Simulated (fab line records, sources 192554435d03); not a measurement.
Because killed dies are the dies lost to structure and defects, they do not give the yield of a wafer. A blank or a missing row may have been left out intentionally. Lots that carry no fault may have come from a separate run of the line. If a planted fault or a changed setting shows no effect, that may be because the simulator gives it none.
A struck lot beside a sound one || flow n5 finfet || 15 out of 1938 route steps
Sound: the wafers L264.1, L264.4, L264.5. Struck: wafers L281.2, L281.4. The cause comes at the end.
Per side, at each step with rows, come the tool, then ch with its chambers, and then its first start. Under that, the readings that differ: sound wafers || struck wafers || difference of the means || sigmas: that difference in standard deviations of wafers without a fault.
alike: a reading whose means differ by less than 2 such deviations, as well as words and numbers matching on both sides. not compared: withheld readings; readings where some wafer has no value; bounds like >300 that might hide an equal value; numbers whose values overlap and for which the record gives no deviation.
Wherever a step has rows on one side only, a row that says differs or no value, or a row with sigmas, the two part there. Numbers that have no deviation but don't overlap get no sigmas and don't part them. A reading missing from all wafers of one side parts the sides only when that side holds two or more wafers.

first, 4 steps without rows for these wafers: N5_MOL_CONTACT_COAG_SOFTBAKE_79 (time 60 s); N5_MOL_CONTACT_COAG_EXPOSE_81 (exposes mask VG, defocus 0 nm); N5_MOL_CONTACT_COAG_PEB_82 (peb time 60 s); N5_MOL_CONTACT_COAG_DEVELOP_83 (develop time 30 s).
N5_MOL_CONTACT_COAG_CD_MEAS_84 targets a cd of 25.1 nm.
  sound on cd sem-03 ch 0, day 6 21:06; struck on cd sem-03 ch 0, day 10 22:20
  alike: cd nm
N5_MOL_CONTACT_COAG_OVL_MEAS_85:
  sound on overlay-02 ch 0, day 6 21:08; struck on overlay-01 ch 0, day 10 22:22
  alike: VG_OVL
N5_MOL_CONTACT_COAG_INSPECT_57: inspects for defects (brightfield).
  sound on defect inspect-02, day 6 21:11; struck on defect inspect-01, day 10 22:25
  alike: raw defect count
N5_MOL_CONTACT_COAG_DESCUM_88: chemistry O2, time 7 s.
  sound on rie diel-02 ch 2,3, day 6 21:13; struck on rie diel-04 ch 1,3, day 10 22:56
  alike: drypump motor current A, oes product au, rf vpp V, showerhead plenum p Torr, throttle valve pct
  not compared: rf hours counter h
N5_MOL_CONTACT_COAG_ETCH_89: etches underlayer in N2/H2, target depth 13 nm, time 10.4 s.
  sound on rie diel-02 ch 2,3, day 6 21:16; struck on rie diel-04 ch 1,3, day 10 22:58
  alike: drypump motor current A, etch rf on time s, n2 flow sccm, oes product au, rf vpp V, showerhead plenum p Torr, throttle valve pct
  not compared: rf hours counter h
N5_MOL_CONTACT_COAG_ETCH_90: etches SiARC in CF4, target depth 13 nm, time 21.7 s.
  sound on rie diel-02 ch 2,3, day 6 21:17; struck on rie diel-04 ch 1,3, day 10 22:59
{"reading": "etch rf on time s (s)", "sound": "21.82 21.88 21.97", "struck": "21.20 21.28", "difference": -0.65, "sigmas": -2}
  alike: drypump motor current A, mfc ar sccm, oes product au, rf vpp V, showerhead plenum p Torr, throttle valve pct
  not compared: rf hours counter h
N5_MOL_CONTACT_COAG_ALD_131: deposits SiO2, target thk 5 nm, pulse time 1 s, co reactant pulse time 1 s.
  sound on ald sin-02 ch 1,2,3, day 6 22:17; struck on ald sin-03 ch 2,3, day 10 23:07
  alike: heater power w, precursor pulse height rel
N5_MOL_CONTACT_COAG_ETCHBACK_132: etches SiO2 in CHF3, target depth 10 nm, time 6.7 s.
  sound on rie diel-02 ch 0,2,3, day 6 22:28; struck on rie diel-04 ch 0,2, day 10 23:20
  alike: drypump motor current A, mfc ar sccm, oes product au, rf vpp V, showerhead plenum p Torr, throttle valve pct
  not compared: rf hours counter h
N5_MOL_CONTACT_COAG_ETCH_91: etches SOC in N2/H2, target depth 60 nm, overetch 21 nm, time 101.2 s.
  sound on rie diel-02 ch 0,2,3, day 6 22:30; struck on rie diel-04 ch 0,2, day 10 23:23
{"reading": "model.SiARC_of_MOL_CONTACT_COAG_COAT_76.thk nm (nm)", "sound": "5.8 5.8 5.8", "struck": "6.6 6.6", "difference": "+0.8", "sigmas": ""}
  alike: drypump motor current A, n2 flow sccm, oes product au, rf vpp V, showerhead plenum p Torr, throttle valve pct
  not compared: rf hours counter h
then, 1 step without rows for these wafers: N5_MOL_CONTACT_COAG_STRIP_92 (strips in N2/H2).
-- the record jumps here: 3 days lie between the struck wafers' starts before and after (it left off in module MOL_CONTACT_COAG and takes up again in module BEOL_M4, whose first step shown is number 1111 of the route) --
N5_BEOL_M4_RC_MEAS_101:
  sound on prober-02 ch 0, day 10 00:08; struck on prober-02 ch 0, day 14 10:56
  alike: DIBL_N, DIBL_P, IOFF_N, IOFF_P, ION_N, ION_P, SS_N, SS_P, VT_N, VT_P

WHERE THEY PART
Only at N5_MOL_CONTACT_COAG_ETCH_90, within this record. Later steps at which nothing parts them and some readings are alike: N5_MOL_CONTACT_COAG_ALD_131, N5_MOL_CONTACT_COAG_ETCHBACK_132, N5_MOL_CONTACT_COAG_ETCH_91, N5_BEOL_M4_RC_MEAS_101.

WHY: the cause the simulator had injected
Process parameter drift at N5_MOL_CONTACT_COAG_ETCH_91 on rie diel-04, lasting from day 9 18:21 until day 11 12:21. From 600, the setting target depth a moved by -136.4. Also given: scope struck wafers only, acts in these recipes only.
